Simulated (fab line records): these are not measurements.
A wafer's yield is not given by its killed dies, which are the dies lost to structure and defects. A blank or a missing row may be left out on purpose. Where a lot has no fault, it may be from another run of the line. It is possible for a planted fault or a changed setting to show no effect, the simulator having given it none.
Chamber matching    flow n5Finfet    3 sister chambers for N5_BEOL_M14_ILD_DEP_00 on pecvd-03
The step deposits SiO2 from TEOS/O2, target thk 1119.3 nm, time 237.4 s. 18 wafers are shown with their chamber, then 9 later ones without.

== EACH WAFER AND ITS CHAMBER ==
wafer   chamber  throttleValvePct (%)  showerheadPlenumPTorr (Torr)  heaterPowerW (W)
L074.3  1        19.4                  8.25                          706
L074.5  1        19.8                  8.28                          587
L074.6  0        20.0                  8.40                          610
L077.2  1        19.4                  8.26                          717
L077.5  1        19.5                  8.27                          761
L077.6  0        20.0                  8.39                          600
L084.2  0        19.8                  8.37                          692
L084.3  1        19.5                  8.26                          712
L084.5  2        17.9                  8.35                          413
L087.1  0        20.2                  8.38                          739
L087.3  2        17.9                  8.39                          532
L087.6  1        19.7                  8.28                          745
L092.1  2        17.9                  8.37                          472
L092.4  1        19.1                  8.25                          730
L092.6  2        18.2                  8.37                          514
L090.1  1        19.4                  8.25                          636
L090.3  0        19.7                  8.40                          710
L090.4  1        19.3                  8.28                          695

SIGNATURES (means of the wafers above)
reading                chamber 0  chamber 1  chamber 2  scatter within a chamber
throttleValvePct       19.940     19.456     17.975     0.194
showerheadPlenumPTorr  8.3880     8.2644     8.3700     0.0139
heaterPowerW           670.20     698.78     482.75     56.4
Rule: a wafer's distance from a chamber is the root of the sum, over the readings, of the square of ((its reading less the chamber's mean) divided by the reading's scatter). The wafer belongs to the nearest chamber; if the next one is less than 2 further off, it can't be placed. The scatter is the square root of a quotient: the sum, over the shown wafers, of each reading's squared deviation from its chamber's mean, divided by wafers minus chambers.

== WAFERS WITHOUT THEIR CHAMBER ==
wafer   throttleValvePct (%)  showerheadPlenumPTorr (Torr)  heaterPowerW (W)
L091.1  19.9                  8.37                          712
L091.2  19.4                  8.28                          691
L091.3  18.2                  8.38                          488
L096.1  18.4                  8.39                          512
L096.2  19.6                  8.27                          629
L096.4  20.0                  8.24                          735
L097.2  19.9                  8.36                          758
L097.3  19.5                  8.25                          649
L097.5  18.4                  8.38                          516

== EACH ONE'S CHAMBER ==
wafer   from the rows above  in truth
L091.1  0                    0
L091.2  1                    1
L091.3  2                    2
L096.1  2                    2
L096.2  1                    1
L096.4  1                    1
L097.2  0                    0
L097.3  1                    1
L097.5  2                    2
9 of 9 placed correctly. Number that these rows cannot place: 0. Wrongly placed: 0.
